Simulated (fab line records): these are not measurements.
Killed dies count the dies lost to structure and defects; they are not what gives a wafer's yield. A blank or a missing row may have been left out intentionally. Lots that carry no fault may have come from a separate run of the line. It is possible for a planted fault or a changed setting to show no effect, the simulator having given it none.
fab line records	flow nand-harc
record lots=12	wafers=36	last-day=28
route steps=1159 shown A_BLC@978 A_M0@1009 A_M1@1031
lots with no fault: from the same line, run without faults
start-h: hours from the record's opening day to when the first of the lot's shown wafers began	wait-h: hours from the lot's prior step to this one	" identical to the entry in the row above	L1.1+2: a single row standing in for several wafers	- no value present, or no start provided	* or withheld: withheld	< > ~ a bound
route shown NAME@n: a module of which the file shows steps, and the number in the route of the first	usual: mean/standard deviation of fault-free wafers	same: alike in all rows	chamber/n: place in a boat	sites: per-site readings	_std_site: standard deviation of those values	_edge_site: the outer-site mean with the inner-site mean subtracted	radius-mm: how far each site lies from the wafer's centre	mask NAME#n: copy n	behind: tool/chamber where the wafer was last shaped	hold: cause of the lot's hold/its duration in hours/its outcome	device: transistor that didn't switch, given as n, p or np	end of line: tests of these same wafers at the route's end	a step with no rows: only its recipe	killed: dies that structure and defects cost at the first sort, which is not the same as the wafer's yield	map: the dies of a wafer, with x for killed, . for not killed, _ for no die there
set.NAME: the setting as run; set.NAME@STEP: as run at that earlier step	model.NAME: the simulator's own value behind a step, which no gauge read
steps of the route over a sample of lots; a table a step, a row a wafer
services: when a tool's chamber went out of use (start-h, in hours from the record's first day, below 0 if earlier), for how many hours, and the reason
## steps
# step NHARC_A_BLC_ETCH_16
# recipe target-depth-a=390	over-etch-frac=0.3	time-s=65	ion-energy-ev=80	cf4-flow-sccm=150	ar-flow-sccm=0	rf-w=300	bias-w=100	chemistry=CF4
# usual bias-w=100.0/0.32	drypump-motor-current-A=5.8/0.36	oes-product-au=1.003/0.01	rf-vpp-V=151.4/1.3	showerhead-plenum-p-Torr=1.78/0.074	throttle-valve-pct=13.284/0.009
lot.wafer	tool	chamber	start-h	wait-h	bias-w	drypump-motor-current-A	oes-product-au	rf-hours-counter-h	rf-vpp-V	showerhead-plenum-p-Torr	throttle-valve-pct
L733.4	rie-diel-11	3	494.78	0.3	100.0	5.3	0.988	47	151.4	1.78	13.291
L733.1	"	2	"	"	100.0	5.8	0.986	47	150.1	1.64	13.281
L733.6	"	3	"	"	100.4	5.3	0.987	-	150.8	1.78	13.279
L730.1	rie-diel-12	2	506.88	0.1	100.6	5.3	1.010	9	151.4	1.70	13.280
L730.6	"	3	"	"	100.6	5.9	1.006	-	152.0	1.89	13.290
L730.5	"	0	"	"	99.8	5.4	1.018	-	151.3	1.72	13.299
L732.2	rie-diel-01	0	507.58	0.1	99.8	6.0	0.993	1	150.2	1.80	13.273
L732.1	"	1	"	"	100.0	6.4	0.983	0	150.2	1.70	13.283
L732.6	"	1	"	"	100.4	6.4	0.989	-	151.3	1.70	13.292
L731.1	rie-diel-12	1	509.65	0.1	100.3	6.3	0.996	12	151.6	1.81	13.282
L731.2	"	2	"	"	99.9	5.3	1.007	9	150.9	1.70	13.284
L731.5	"	0	"	"	100.2	5.4	1.019	-	150.3	1.72	13.277
L738.2	rie-diel-11	1	511.44	0.1	99.8	5.8	0.993	54	150.5	1.80	13.290
L738.1	"	0	"	"	99.9	6.0	0.995	52	152.4	1.87	13.278
L738.5	"	0	"	"	99.5	6.0	0.998	-	151.0	1.87	13.300
L736.4	rie-diel-12	2	518.21	0.1	100.2	5.3	1.008	11	150.7	1.70	13.293
L736.6	"	2	"	"	100.3	5.3	1.003	-	149.2	1.70	13.290
L736.5	"	3	"	"	100.0	5.9	0.997	-	154.3	1.88	13.277
L737.2	rie-diel-01	1	525.59	0.1	100.0	6.4	0.995	3	150.5	1.70	13.282
L737.3	"	0	"	"	100.6	6.0	1.001	3	151.1	1.79	13.279
L737.6	"	1	"	"	99.8	6.4	1.000	-	151.4	1.70	13.289
L739.2	rie-diel-12	0	532.06	0.1	100.4	5.4	1.025	15	149.6	1.72	13.302
L739.3	"	3	"	"	99.7	5.9	1.002	15	152.5	1.88	13.275
L739.5	"	0	"	"	101.0	5.4	1.006	-	151.6	1.72	13.279
L751.2	rie-diel-01	1	561.52	0.1	100.0	6.4	0.993	7	149.6	1.70	13.297
L751.4	"	3	"	"	99.7	5.7	0.992	7	151.0	1.75	13.280
L751.5	"	1	"	"	100.0	6.4	0.997	-	149.8	1.70	13.277
L750.1	rie-diel-12	2	566.57	0.1	99.9	5.3	0.994	0	150.3	1.70	13.268
L750.3	"	3	"	"	100.2	5.9	1.006	0	155.1	1.88	13.285
L750.6	"	3	"	"	99.9	5.9	0.997	-	152.2	1.88	13.269
L742.1	rie-diel-01	0	582.24	0.1	100.2	6.0	1.024	9	151.7	1.79	13.283
L742.3	"	2	"	"	99.9	6.0	1.010	9	152.3	1.86	13.290
L742.5	"	0	"	"	99.9	6.0	1.014	-	150.4	1.79	13.277
L753.2	rie-diel-01	1	593.27	0.1	100.0	6.4	0.994	10	150.6	1.70	13.296
L753.1	"	3	"	"	99.8	5.7	0.993	10	151.6	1.75	13.285
L753.6	"	2	"	"	99.7	6.0	1.017	-	152.1	1.86	13.286
# step NHARC_A_BLC_INSPECT_28
# usual raw-defect-count=426/120
lot.wafer	tool	chamber	start-h	wait-h	raw-defect-count
L733.1	defect-inspect-02	-	524.16	0.1	373
L733.4	"	-	"	"	413
L733.6	"	-	"	"	372
L730.1	defect-inspect-02	-	535.23	0.1	442
L730.5	"	-	"	"	496
L730.6	"	-	"	"	414
L732.1	defect-inspect-01	-	535.47	0.1	305
L732.2	"	-	"	"	452
L732.6	"	-	"	"	280
L731.1	defect-inspect-01	-	535.91	0.1	467
L731.2	"	-	"	"	458
L731.5	"	-	"	"	502
L738.1	defect-inspect-02	-	536.82	0.1	441
L738.2	"	-	"	"	374
L738.5	"	-	"	"	285
L736.4	defect-inspect-02	-	544.00	0.1	409
L736.5	"	-	"	"	348
L736.6	"	-	"	"	298
L737.2	defect-inspect-01	-	548.46	0.1	456
L737.3	"	-	"	"	356
L737.6	"	-	"	"	274
L739.2	defect-inspect-01	-	549.97	0.1	630
L739.3	"	-	"	"	484
L739.5	"	-	"	"	343
L751.2	defect-inspect-02	-	585.09	0.1	345
L751.4	"	-	"	"	308
L751.5	"	-	"	"	314
L750.1	defect-inspect-01	-	586.62	0.1	329
L750.3	"	-	"	"	415
L750.6	"	-	"	"	298
L742.1	defect-inspect-02	-	600.89	0.1	516
L742.3	"	-	"	"	541
L742.5	"	-	"	"	584
L753.1	defect-inspect-01	-	611.27	0.1	444
L753.2	"	-	"	"	331
L753.6	"	-	"	"	325
# step NHARC_A_M0_ETCH_15
# recipe target-depth-a=1500	overetch-a=150	time-s=82.5	c4f8-flow-sccm=withheld	ar-flow-sccm=400	rf-w=600	bias-w=300	chemistry=C4F8/Ar
# usual bias-w=300.1/0.78	oes-product-au=0.957/0.018	rf-vpp-V=441.1/2.4
lot.wafer	tool	chamber	start-h	wait-h	bias-w	oes-product-au	rf-hours-counter-h	rf-vpp-V
L733.4	rie-diel-08	2	-	-	299.0	0.982	3	439.7
L733.1	"	1	"	"	300.8	0.979	3	443.7
L733.6	"	2	"	"	299.1	0.985	-	439.1
L730.1	rie-diel-09	1	-	-	299.6	0.949	8	445.4
L730.6	"	0	"	"	300.6	0.964	-	440.5
L730.5	"	1	"	"	300.7	0.930	-	444.7
L732.1	rie-diel-03	1	-	-	299.8	0.977	8	438.0
L732.2	"	2	"	"	301.3	0.948	8	442.9
L732.6	"	0	"	"	299.9	0.970	-	444.2
L731.2	rie-diel-09	2	-	-	300.2	0.951	8	441.3
L731.1	"	3	"	"	299.8	0.958	8	440.3
L731.5	"	1	"	"	300.2	0.967	-	442.0
L738.1	rie-diel-08	2	-	-	299.3	0.952	4	438.4
L738.2	"	3	"	"	300.1	0.964	4	438.6
L738.5	"	1	"	"	301.0	0.963	-	443.6
L736.4	rie-diel-09	3	-	-	300.1	0.987	8	440.6
L736.6	"	1	"	"	300.4	0.940	-	446.2
L736.5	"	2	"	"	300.7	0.951	-	442.1
L737.3	rie-diel-09	2	-	-	300.1	0.935	9	441.9
L737.2	"	3	"	"	301.2	0.969	8	438.5
L737.6	"	2	"	"	300.2	0.935	-	443.4
L739.2	rie-diel-09	0	-	-	300.5	0.988	7	439.8
L739.3	"	1	"	"	300.8	0.974	9	443.3
L739.5	"	0	"	"	301.5	0.985	-	439.6
L751.4	rie-diel-09	1	-	-	300.0	0.959	12	444.1
L751.2	"	0	"	"	299.2	0.960	8	439.4
L751.5	"	2	"	"	299.3	0.947	-	441.1
L750.3	rie-diel-09	3	-	-	300.3	0.942	12	439.7
L750.1	"	0	"	"	299.8	0.940	8	439.2
L750.6	"	2	"	"	299.9	0.919	-	442.4
L742.3	rie-diel-09	0	-	-	299.2	0.978	8	439.2
L742.1	"	2	"	"	298.4	0.942	12	442.0
L742.5	"	3	"	"	300.5	0.981	-	439.1
L753.1	rie-diel-08	3	-	-	300.1	0.962	11	441.3
L753.2	"	0	"	"	299.4	0.960	11	442.2
L753.6	"	3	"	"	299.2	0.958	-	438.9
# step NHARC_A_M1_SOFTBAKE_04
# recipe temp-c=105	time-s=55
# usual heater-power-total-W=188.45/0.14
lot.wafer	tool	chamber	start-h	wait-h	heater-power-total-W
L733.1	litho-track-06	0	528	-	188.52
L733.4	"	0	"	"	188.42
L733.6	"	0	"	"	188.38
L730.1	litho-track-01	0	539	-	188.75
L730.5	"	0	"	"	188.73
L730.6	"	0	"	"	188.28
L732.1	litho-track-01	0	539	-	188.48
L732.2	"	0	"	"	188.78
L732.6	"	0	"	"	188.35
L731.1	litho-track-06	0	540	-	188.49
L731.2	"	0	"	"	188.30
L731.5	"	0	"	"	188.25
L738.1	litho-track-06	0	541	-	188.40
L738.2	"	0	"	"	188.40
L738.5	"	0	"	"	188.33
L736.4	litho-track-06	0	548	-	189.96
L736.5	"	0	"	"	190.33
L736.6	"	0	"	"	190.09
L737.2	litho-track-04	0	553	-	188.75
L737.3	"	0	"	"	188.44
L737.6	"	0	"	"	188.47
L739.2	litho-track-06	0	554	-	190.05
L739.3	"	0	"	"	189.85
L739.5	"	0	"	"	189.88
L751.2	litho-track-04	0	589	-	188.42
L751.4	"	0	"	"	188.69
L751.5	"	0	"	"	188.30
L750.1	litho-track-04	0	591	-	188.34
L750.3	"	0	"	"	188.30
L750.6	"	0	"	"	188.32
L742.1	litho-track-04	0	605	-	188.73
L742.3	"	0	"	"	188.49
L742.5	"	0	"	"	188.61
L753.1	litho-track-04	0	616	-	188.31
L753.2	"	0	"	"	188.42
L753.6	"	0	"	"	188.52
## services
tool	chamber	start-h	hours	kind
rie-diel-09	0	474.66	4.2	repair
rie-diel-08	-	478.80	9.0	pm
rie-diel-03	0	479.75	4.6	repair
rie-diel-12	3	480.16	3.8	repair
rie-diel-09	0	489.10	-	clean
litho-track-04	-	491.00	7.0	pm
rie-diel-01	-	491.80	9.0	pm
rie-diel-11	3	498.28	13.9	repair
rie-diel-09	0	500.61	8.7	repair
rie-diel-11	-	509.33	0.5	repair
rie-diel-09	2	511.08	1.6	repair
rie-diel-11	2	517.00	3.4	repair
rie-diel-12	0	534.48	11.5	repair
rie-diel-01	2	535.56	1.7	repair
rie-diel-11	-	544.63	9.0	pm
rie-diel-12	-	556.44	9.0	pm
rie-diel-09	0	568.67	15.3	repair
rie-diel-03	-	569.30	9.0	pm
rie-diel-12	-	577.78	0.4	repair
rie-diel-08	2	584.09	5.0	repair
rie-diel-12	3	589.41	4.0	repair
rie-diel-03	2	589.53	3.5	repair
rie-diel-03	1	590.05	3.5	repair
rie-diel-09	-	604.10	76.0	repair
## key
first-sign step=NHARC_A_M1_SOFTBAKE_04	reading=heater-power-total-W	direction=up	sigmas=12	usual=*	struck=*
effect none on later readings
met-at NHARC_A_M1_SOFTBAKE_04
struck-lots L736,L739
not-acting-at NHARC_A_BLC_ETCH_16,NHARC_A_BLC_INSPECT_28,NHARC_A_M0_ETCH_15
onset-between 541 548
fault kind=process-parameter-drift	tool=litho-track-06	chamber=-	onset-h=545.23	steps=NHARC_A_M1_SOFTBAKE_04	channel=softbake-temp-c	offset=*	shape=step	end-h=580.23	acts-in=*	stated=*
